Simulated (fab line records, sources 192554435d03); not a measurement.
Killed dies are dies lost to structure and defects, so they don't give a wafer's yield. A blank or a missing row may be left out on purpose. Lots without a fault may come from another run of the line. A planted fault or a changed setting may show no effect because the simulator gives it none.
fab line records | flow n5_finfet
record lots=7 wafers=21
route steps=1938 shown BEOL_M7@1302 BEOL_M8@1342 BEOL_M9@1405
start_h: hours from the record's first day to the start of the lot's first wafer shown | wait_h: hours since the lot's step before | " the same as in the row above | L1.1+2: a row that stands for several wafers | - no value, or no start given | * or withheld: withheld | < > ~ a bound
route shown NAME@n: a module of which the file shows steps, and the number in the route of the first | usual: mean/standard deviation of fault-free wafers | same: alike in all rows | chamber/n: place in a boat | sites: the reading at each site | _std_site: their standard deviation | _edge_site: outer sites' mean less inner sites' | radius_mm: how far each site lies from the wafer's centre | mask NAME#n: copy n | behind: the tool/chamber that last shaped the wafer | hold: why the lot was held/for how many hours/how that ended | device: the transistor (n, p or np) that didn't switch | end of line: the same wafers' tests at the end of the route | a step without rows: its recipe alone | killed: dies lost to structure and defects at the first sort, not the wafer's yield | map: a wafer's dies, x killed, . not, _ none there
set.NAME: the setting as run; set.NAME@STEP: as run at that earlier step | model.NAME: the simulator's own value behind a step, which no gauge read
lots whose settings were changed on purpose; a table a step, a row a wafer
## steps
# step N5_BEOL_M7_ETCH_66
# recipe chemistry=N2/H2 target=SOC target_depth_a=800 overetch_a=160 mask_material=SiARC temp_c=40 time_s=120 ion_energy_ev=200 pressure_mtorr=30 source_w=840 bias_w=150 n2_flow_sccm=200 h2_flow_sccm=200
# columns lot.wafer tool chamber start_h wait_h set.time_s model.SiARC_of_BEOL_M7_COAT_64.thk_nm
L074.1 rie_diel-06 1 186.03 0.0 97.73 7.4
L074.2+5 " 0,1 " " 120 6.4
L081.1+6 rie_diel-06 2 238.79 0.0 120 6.4
L081.5 " 3 " " 120 6.8
L089.3 rie_diel-03 3 283.12 0.0 131.9 6
L089.5+6 " 1,0 " " 131.9 5.6
L090.1 rie_diel-03 3 306.23 0.0 120 6.6
L090.2+4 " 2,0 " " 97.72 7.4
L091.2 rie_diel-03 1 310.94 0.0 120 6.2
L091.3+4 " 3,2 " " 139.4 5.6
L093.1 rie_diel-03 1 318.07 0.0 120 6.2
L093.3 " 3 " " 108.1 7
L093.4 " 0 " " 120 6.4
L096.2 rie_diel-03 2 342.38 0.0 120 6.6
L096.3 " 0 " " 105.7 7.2
L096.5 " 0 " " 120 6.4
# step N5_BEOL_M7_TRENCH_ETCH_37
# recipe chemistry=C4F6/O2 target_depth_a=934.78 target=SiCOH_lowk time_s=31.2 ion_energy_ev=250 pressure_mtorr=30 source_w=345 bias_w=185 Ar_flow_sccm=300 C4F6_flow_sccm=10 O2_flow_sccm=10
# columns lot.wafer tool chamber start_h wait_h set.source_w model.etch.depth_nm model.BEOL_M7.feature_depth_nm
L074.1 rie_diel-06 1 - - 345 93.8 93.8
L074.2 " 0 " " 345 92.27 92.2
L074.5 " 1 " " 402.1 100.4 100.4
L081.1 rie_diel-06 2 - - 345 91.91 92
L081.5 " 3 " " 345 92.15 92.2
L081.6 " 2 " " 345 93.34 93.4
L089.3 rie_diel-03 2 - - 345 94.92 95
L089.5 " 1 " " 345 95.02 95
L089.6 " 3 " " 345 93.71 93.8
L090.1 rie_diel-03 3 - - 345 93.02 93
L090.2 " 2 " " 345 94.44 94.4
L090.4 " 0 " " 316.6 92.07 92
L091.2 rie_diel-03 1 - - 345 94.66 94.6
L091.3 " 3 " " 345 94.08 94
L091.4 " 2 " " 345 93.38 93.4
L093.1 rie_diel-03 1 - - 345 94.58 94.6
L093.3 " 3 " " 345 94.19 94.2
L093.4 " 0 " " 345 95.08 95
L096.2 rie_diel-03 2 - - 296.6 89.62 89.6
L096.3 " 0 " " 296.6 87.94 88
L096.5 " 0 " " 345 93.81 93.8
# step N5_BEOL_M7_ETCH_41
# recipe chemistry=CH3F/O2 target=SiCN target_depth_a=319 taper_deg=2 time_s=57.8 ion_energy_ev=120 mask_material=TiN pressure_mtorr=30 source_w=395 bias_w=75 Ar_flow_sccm=150 CH3F_flow_sccm=30 O2_flow_sccm=20
# step N5_BEOL_M7_STRIP_80
# recipe chemistry=N2/H2 time_s=10 power_w=450 temp_c=40 pressure_mtorr=20 rf_frequency_hz=6e+07 bias_power_w=7 n2_flow_sccm=200 h2_flow_sccm=200
# step N5_BEOL_M7_OCD_MEAS_38
# usual trench_depth_nm=93.6/1.6
# columns lot.wafer tool chamber start_h wait_h set.source_w@BEOL_M7_TRENCH_ETCH_37 trench_depth_nm
L074.1 ocd-01 - 186.38 - 345 93.8
L074.2 " - " " 345 92.7
L074.5 " - " " 402.1 100.1
L081.1 ocd-02 - 239.14 - 345 91.9
L081.5 " - " " 345 91.6
L081.6 " - " " 345 93.0
L089.3 ocd-02 - 283.47 - 345 94.5
L089.5 " - " " 345 94.8
L089.6 " - " " 345 94.2
L090.1 ocd-02 - 306.58 - 345 93.1
L090.2 " - " " 345 94.7
L090.4 " - " " 316.6 91.6
L091.2 ocd-01 - 311.29 - 345 94.4
L091.3 " - " " 345 94.6
L091.4 " - " " 345 93.4
L093.1 ocd-02 - 318.42 - 345 94.5
L093.3 " - " " 345 94.0
L093.4 " - " " 345 95.9
L096.2 ocd-01 - 342.73 - 296.6 88.8
L096.3 " - " " 296.6 87.6
L096.5 " - " " 345 94.0
# step N5_BEOL_M7_HM_STRIP_39
# recipe chemistry=peroxide_tin_strip material=TiN target_depth_a=250 temp_c=50 time_s=158
# step N5_BEOL_M7_SRD_40
# recipe time_s=30 temp_c=23 rinse_liquid=diw dry=ipa_marangoni
# step N5_BEOL_M7_ECD_50
# recipe material=Cu target_thk_a=3000
# step N5_BEOL_M7_ANNEAL_51
# recipe temp_c=225 time_s=90 ambient=N2
# step N5_BEOL_M7_CMP_52
# recipe stop_on=SiCOH_lowk t_overpolish_s=6.9 down_force_psi=1 platen_rpm=50 clearing_platen_down_force_psi=1.5 clearing_platen_rpm=50 post_cmp_clean=cu_alkaline target_thk_nm=80 clearing_platen_pad_velocity_m_s=0.99484 pad_velocity_m_s=0.99484
# columns lot.wafer tool chamber start_h wait_h set.source_w@BEOL_M7_TRENCH_ETCH_37 model.Cu_of_BEOL_M7_ECD_50.thk_nm
L074.1 cmp-01 2 190.35 0.3 345 81.2
L074.2 " 1 " " 345 80.2
L074.5 " 3 " " 402.1 89
L081.1 cmp-04 2 242.56 0.3 345 80.4
L081.6 " 2 " " 345 81.8
L081.5 " 3 " " 345 80
L089.3 cmp-03 1 285.67 0.2 345 80
L089.5 " 3 " " 345 80.4
L089.6 " 0 " " 345 78.4
L090.4 cmp-03 3 308.64 0.1 316.6 78.6
L090.1 " 0 " " 345 79.6
L090.2 " 2 " " 345 82.2
L091.2 cmp-04 1 313.00 0.2 345 82
L091.3 " 2 " " 345 82.8
L091.4 " 3 " " 345 80.6
L093.1 cmp-01 1 321.89 0.3 345 82
L093.4 " 3 " " 345 82.8
L093.3 " 0 " " 345 82.2
L096.2 cmp-01 1 345.76 0.3 296.6 75.2
L096.3 " 2 " " 296.6 74.2
L096.5 " 0 " " 345 81.6
# step N5_BEOL_M7_THK_MEAS_53
# recipe thk_meas_gauge=xrf reads=Cu_of_BEOL_M7_ECD_50
# usual M7_THK=80.9/1.9
# columns lot.wafer tool chamber start_h wait_h set.source_w@BEOL_M7_TRENCH_ETCH_37 M7_THK[nm]
L074.1 film_metro-01 - 190.64 - 345 81.8
L074.2 " - " " 345 80.7
L074.5 " - " " 402.1 90.1
L081.1 film_metro-02 - 242.85 - 345 81.9
L081.5 " - " " 345 81.1
L081.6 " - " " 345 83.4
L089.3 film_metro-01 - 285.89 - 345 80.5
L089.5 " - " " 345 80.4
L089.6 " - " " 345 78.6
L090.1 film_metro-01 - 308.93 - 345 80.1
L090.2 " - " " 345 82.6
L090.4 " - " " 316.6 79.4
L091.2 film_metro-01 - 313.26 - 345 82.1
L091.3 " - " " 345 82.4
L091.4 " - " " 345 80.1
L093.1 film_metro-01 - 322.18 - 345 82.5
L093.3 " - " " 345 82.3
L093.4 " - " " 345 83.1
L096.2 film_metro-02 - 345.98 - 296.6 76.2
L096.3 " - " " 296.6 75.0
L096.5 " - " " 345 83.1
# step N5_BEOL_M7_PRE_CLEAN_55
# recipe gas=NH3 time_s=15 temp_c=withheld rf_power_w=300
# step N5_BEOL_M7_DEP_56
# recipe material=SiCN target_thk_a=100 temp_c=withheld precursor=3MS/NH3 pressure_torr=3 rf_w=202 time_s=17.5
# step N5_BEOL_M7_RS_MEAS_57
# recipe thk_meas_gauge=four-point-probe reads=Cu_of_BEOL_M7_ECD_50+Co_of_BEOL_M7_CVD_78+TaN_of_BEOL_M7_ALD_77
# usual M7_RS=0.285/0.0078
# columns lot.wafer tool chamber start_h wait_h set.source_w@BEOL_M7_TRENCH_ETCH_37 M7_RS[ohm/sq]
L074.1 film_metro-02 - 190.81 0.1 345 0.282
L074.2 " - " " 345 0.285
L074.5 " - " " 402.1 0.252
L081.1 film_metro-01 - 242.98 0.1 345 0.284
L081.5 " - " " 345 0.287
L081.6 " - " " 345 0.279
L089.3 film_metro-02 - 286.03 0.1 345 0.285
L089.5 " - " " 345 0.284
L089.6 " - " " 345 0.293
L090.1 film_metro-01 - 309.06 0.1 345 0.287
L090.2 " - " " 345 0.277
L090.4 " - " " 316.6 0.292
L091.2 film_metro-01 - 313.39 0.1 345 0.278
L091.3 " - " " 345 0.275
L091.4 " - " " 345 0.284
L093.1 film_metro-02 - 322.31 0.1 345 0.278
L093.3 " - " " 345 0.278
L093.4 " - " " 345 0.274
L096.2 film_metro-02 - 346.11 0.1 296.6 0.307
L096.3 " - " " 296.6 0.313
L096.5 " - " " 345 0.280
# step N5_BEOL_M8_EXPOSE_08
# recipe mask_id=M8 na=1.35 source_shape=dipole sigma_inner=0.817 sigma_outer=0.97 polarization=te dose_mj=68.25
# columns lot.wafer tool chamber start_h wait_h mask set.dose_mj
L074.1 arfi_scanner-03 0 193.48 - M8#0 70.06
L074.2+5 " 0 " " M8#0 68.25
L081.1+5+6 arfi_scanner-03 0 245.61 - M8#0 68.25
L089.3 arfi_scanner-03 0 288.77 - M8#0 72.6
L089.5+6 " 0 " " M8#0 68.25
L090.1+2+4 arfi_scanner-03 0 310.46 - M8#0 68.25
L091.2 arfi_scanner-03 0 315.52 - M8#0 68.25
L091.3+4 " 0 " " M8#0 72.22
L093.1+3 arfi_scanner-03 0 323.32 - M8#0 65.17
L093.4 " 0 " " M8#0 68.25
L096.2+5 arfi_scanner-01 0 348.33 - M8#0 68.25
L096.3 " 0 " " M8#0 72.4
# step N5_BEOL_M8_PEB_09
# recipe peb_temp_c=withheld peb_time_s=60 resist=CAR-ArF
# step N5_BEOL_M8_DEVELOP_10
# recipe develop_time_s=30 developer=TMAH resist=CAR-ArF rinse_liquid=diw dry=air_spin dev_temp_c=23
# step N5_BEOL_M8_CD_MEAS_11
# recipe target_cd_nm=38.5 landing_energy_ev=500 detector=se_inlens polarity=opening
# usual cd_nm=38.8/0.55
# columns lot.wafer tool chamber start_h wait_h set.dose_mj@BEOL_M8_EXPOSE_08 cd_nm
L074.1 cd_sem-01 0 193.61 - 70.06 40.1
L074.2 " 0 " " 68.25 38.7
L074.5 " 0 " " 68.25 37.9
L081.1 cd_sem-02 0 245.74 - 68.25 38.4
L081.5 " 0 " " 68.25 38.7
L081.6 " 0 " " 68.25 39.6
L089.3 cd_sem-01 0 288.88 - 72.6 41.4
L089.5 " 0 " " 68.25 39.4
L089.6 " 0 " " 68.25 39.5
L090.1 cd_sem-03 0 310.59 - 68.25 39.7
L090.2 " 0 " " 68.25 39.6
L090.4 " 0 " " 68.25 38.8
L091.2 cd_sem-01 0 315.64 - 68.25 38.1
L091.3 " 0 " " 72.22 41.3
L091.4 " 0 " " 72.22 41.2
L093.1 cd_sem-02 0 323.45 - 65.17 37.3
L093.3 " 0 " " 65.17 36.2
L093.4 " 0 " " 68.25 39.4
L096.2 cd_sem-03 0 348.46 - 68.25 38.4
L096.3 " 0 " " 72.4 41.9
L096.5 " 0 " " 68.25 38.1
# step N5_BEOL_M8_DESCUM_16
# recipe chemistry=O2 time_s=7.9 source_power_w=50 bias_power_w=20 pressure_mtorr=20 rf_frequency_hz=2.712e+07 temp_c=40 resist=CAR-ArF o2_flow_sccm=225
# columns lot.wafer tool chamber start_h wait_h set.time_s
L074.1+5 rie_diel-02 2,1 193.70 0.0 7.9
L074.2 " 0 " " 8.527
L081.1+5+6 rie_diel-05 0,3,2 245.87 0.1 7.9
L089.3+5+6 rie_diel-05 1,0,1 288.97 0.0 7.9
L090.1 rie_diel-05 2 310.68 0.0 8.38
L090.2+4 " 0,1 " " 7.9
L091.2+3+4 rie_diel-05 2,3,0 315.73 0.0 7.9
L093.1 rie_diel-01 2 323.53 0.0 7.373
L093.3+4 " 0,3 " " 7.9
L096.2 rie_diel-05 1 348.54 0.0 7.9
L096.3+5 " 3,0 " " 7.151
# step N5_BEOL_M8_ETCH_61
# recipe chemistry=CF4 target=SiARC target_depth_a=455 mask_material=CAR-ArF time_s=75.8 ion_energy_ev=80 pressure_mtorr=40 source_w=545 bias_w=36 Ar_flow_sccm=100 cf4_flow_sccm=100 ends=cleared
# columns lot.wafer tool chamber start_h wait_h set.dose_mj@BEOL_M8_EXPOSE_08 model.BEOL_M8.cd_offset_nm
L074.1 rie_diel-02 2 193.73 0.0 70.06 2.4
L074.2 " 0 " " 68.25 0.2
L074.5 " 1 " " 68.25 -0.4
L081.1 rie_diel-05 0 245.90 0.0 68.25 -0.4
L081.5 " 3 " " 68.25 0.2
L081.6 " 2 " " 68.25 0.8
L089.3 rie_diel-05 1 289.00 0.0 72.6 3
L089.5 " 0 " " 68.25 0
L089.6 " 1 " " 68.25 0.8
L090.1 rie_diel-05 2 310.72 0.0 68.25 1.6
L090.2 " 0 " " 68.25 0.8
L090.4 " 1 " " 68.25 0.6
L091.2 rie_diel-05 2 315.76 0.0 68.25 -0.2
L091.3 " 3 " " 72.22 3
L091.4 " 0 " " 72.22 2.4
L093.1 rie_diel-01 2 323.57 0.0 65.17 -1.2
L093.3 " 0 " " 65.17 -2.4
L093.4 " 3 " " 68.25 1
L096.2 rie_diel-05 1 348.58 0.0 68.25 -0.2
L096.3 " 3 " " 72.4 3.2
L096.5 " 0 " " 68.25 -0.8
# step N5_BEOL_M8_ETCH_62
# recipe chemistry=N2/H2 target=SOC target_depth_a=1100 overetch_a=220 mask_material=SiARC temp_c=40 time_s=165 ion_energy_ev=200 pressure_mtorr=30 source_w=840 bias_w=150 n2_flow_sccm=200 h2_flow_sccm=200
# step N5_BEOL_M8_STRIP_68
# recipe chemistry=N2/H2 temp_c=40 n2_flow_sccm=200 h2_flow_sccm=200 rf_frequency_hz=6e+07
# step N5_BEOL_M8_HM_OPEN_17
# recipe chemistry=Cl2/BCl3 target_depth_a=200 overetch_a=60 target=TiN mask_material=SOC ion_energy_ev=150 pressure_mtorr=10 icp_w=1000 bias_w=126 Cl2_flow_sccm=53.25 bcl3_flow_sccm=21.75 Ar_flow_sccm=25
# step N5_BEOL_M8_STRIP_19
# recipe chemistry=O2 power_w=400 temp_c=40 pressure_mtorr=30 rf_frequency_hz=6e+07 bias_power_w=0 overash_fraction=0.2 o2_flow_sccm=225
# step N5_BEOL_M8_CD_MEAS_18
# recipe pitch_nm=80 target_cd_nm=40
# usual cd_nm=40.3/0.69
# columns lot.wafer tool chamber start_h wait_h set.dose_mj@BEOL_M8_EXPOSE_08 cd_nm
L074.1 cd_sem-03 - 194.20 0.0 70.06 42.7
L074.2 " - " " 68.25 39.9
L074.5 " - " " 68.25 38.8
L081.1 cd_sem-01 - 246.34 0.1 68.25 40.1
L081.5 " - " " 68.25 40.7
L081.6 " - " " 68.25 40.8
L089.3 cd_sem-01 - 289.43 0.1 72.6 43.0
L089.5 " - " " 68.25 39.9
L089.6 " - " " 68.25 40.5
L090.1 cd_sem-03 - 311.26 0.0 68.25 41.0
L090.2 " - " " 68.25 40.9
L090.4 " - " " 68.25 40.5
L091.2 cd_sem-02 - 316.19 0.1 68.25 39.0
L091.3 " - " " 72.22 43.3
L091.4 " - " " 72.22 42.4
L093.1 cd_sem-03 - 324.00 0.0 65.17 38.0
L093.3 " - " " 65.17 37.4
L093.4 " - " " 68.25 40.7
L096.2 cd_sem-02 - 349.00 0.1 68.25 39.7
L096.3 " - " " 72.4 42.9
L096.5 " - " " 68.25 38.9
# step N5_BEOL_M8_COAT_63
# recipe resist=SOC temp_c=250 time_s=60 spin_rpm=1500 resist_thk_nm=60
# step N5_BEOL_M8_COAT_64
# recipe resist=SiARC temp_c=220 time_s=60 spin_rpm=1500 resist_thk_nm=12
# step N5_BEOL_M8_PRECLEAN_42
# recipe chemistry=residue_remover time_s=60 temp_c=40
# step N5_BEOL_M8_SRD_43
# recipe time_s=30 temp_c=23 rinse_liquid=diw dry=ipa_marangoni
# step N5_BEOL_M8_CD_MEAS_35
# recipe target_cd_nm=40 polarity=opening
# usual cd_nm=40.4/0.71
# columns lot.wafer tool chamber start_h wait_h set.dose_mj@BEOL_M8_EXPOSE_08 cd_nm
L074.1 cd_sem-03 - 196.89 0.0 70.06 42.4
L074.2 " - " " 68.25 40.2
L074.5 " - " " 68.25 38.9
L081.1 cd_sem-01 - 247.49 0.0 68.25 39.8
L081.5 " - " " 68.25 40.1
L081.6 " - " " 68.25 40.3
L089.3 cd_sem-02 - 291.68 0.0 72.6 43.5
L089.5 " - " " 68.25 39.8
L089.6 " - " " 68.25 40.8
L090.1 cd_sem-03 - 312.29 0.0 68.25 41.0
L090.2 " - " " 68.25 40.9
L090.4 " - " " 68.25 40.9
L091.2 cd_sem-03 - 318.04 0.0 68.25 39.5
L091.3 " - " " 72.22 43.0
L091.4 " - " " 72.22 42.2
L093.1 cd_sem-02 - 326.32 0.0 65.17 38.5
L093.3 " - " " 65.17 37.7
L093.4 " - " " 68.25 40.9
L096.2 cd_sem-02 - 351.09 0.0 68.25 39.7
L096.3 " - " " 72.4 43.1
L096.5 " - " " 68.25 39.2
# step N5_BEOL_M9_HM_DEP_02
# recipe material=TiN target_thk_a=200 temp_c=25 chamber_pressure_pa=0.49996
# columns lot.wafer tool chamber start_h wait_h set.target_thk_a model.TiN_of_BEOL_M9_HM_DEP_02.thk_nm
L074.1+2+5 pvd_sputter-03 - 203.38 1.9 200 19.8
L081.1 pvd_sputter-01 - 252.92 1.3 200 19.8
L081.5+6 " - " " 200 20
L089.3 pvd_sputter-03 - 295.58 0.6 214.1 21
L089.5+6 " - " " 200 19.8
L090.1 pvd_sputter-01 - 317.59 0.4 175.5 17.6
L090.2 " - " " 200 20.2
L090.4 " - " " 175.5 17.8
L091.2 pvd_sputter-02 - 322.22 0.3 200 20.4
L091.3 " - " " 186.2 18.8
L091.4 " - " " 200 20.2
L093.1 pvd_sputter-02 - 332.00 1.3 200 20.2
L093.3 " - " " 200 20.4
L093.4 " - " " 200 20
L096.2 pvd_sputter-02 - 355.02 1.3 225.3 22.8
L096.3 " - " " 225.3 23
L096.5 " - " " 200 20.4
## key
split step=N5_BEOL_M7_ETCH_66 setting=time_s stated=120 by=wafer
response step=N5_BEOL_M7_ETCH_66 reading=model.SiARC_of_BEOL_M7_COAT_64.thk_nm change=-0.049 per=1% r=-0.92
split step=N5_BEOL_M7_TRENCH_ETCH_37 setting=source_w stated=345 by=wafer
response step=N5_BEOL_M7_TRENCH_ETCH_37 reading=model.etch.depth_nm change=+0.382 per=1% r=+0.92
response step=N5_BEOL_M7_TRENCH_ETCH_37 reading=model.BEOL_M7.feature_depth_nm change=+0.384 per=1% r=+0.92
response step=N5_BEOL_M7_OCD_MEAS_38 reading=trench_depth_nm change=+0.397 per=1% r=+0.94
response step=N5_BEOL_M7_CMP_52 reading=model.Cu_of_BEOL_M7_ECD_50.thk_nm change=+0.47 per=1% r=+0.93
response step=N5_BEOL_M7_THK_MEAS_53 reading=M7_THK change=+0.499 per=1% r=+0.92
response step=N5_BEOL_M7_RS_MEAS_57 reading=M7_RS change=-0.0019 per=1% r=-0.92
split step=N5_BEOL_M8_EXPOSE_08 setting=dose_mj stated=68.25 by=wafer
response step=N5_BEOL_M8_CD_MEAS_11 reading=cd_nm change=+0.506 per=1% r=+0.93
response step=N5_BEOL_M8_ETCH_61 reading=model.BEOL_M8.cd_offset_nm change=+0.542 per=1% r=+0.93
response step=N5_BEOL_M8_CD_MEAS_18 reading=cd_nm change=+0.606 per=1% r=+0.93
response step=N5_BEOL_M8_CD_MEAS_35 reading=cd_nm change=+0.586 per=1% r=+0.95
split step=N5_BEOL_M8_DESCUM_16 setting=time_s stated=7.9 by=wafer
response none clear
split step=N5_BEOL_M9_HM_DEP_02 setting=target_thk_a stated=200 by=wafer
response step=N5_BEOL_M9_HM_DEP_02 reading=model.TiN_of_BEOL_M9_HM_DEP_02.thk_nm change=+0.199 per=1% r=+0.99
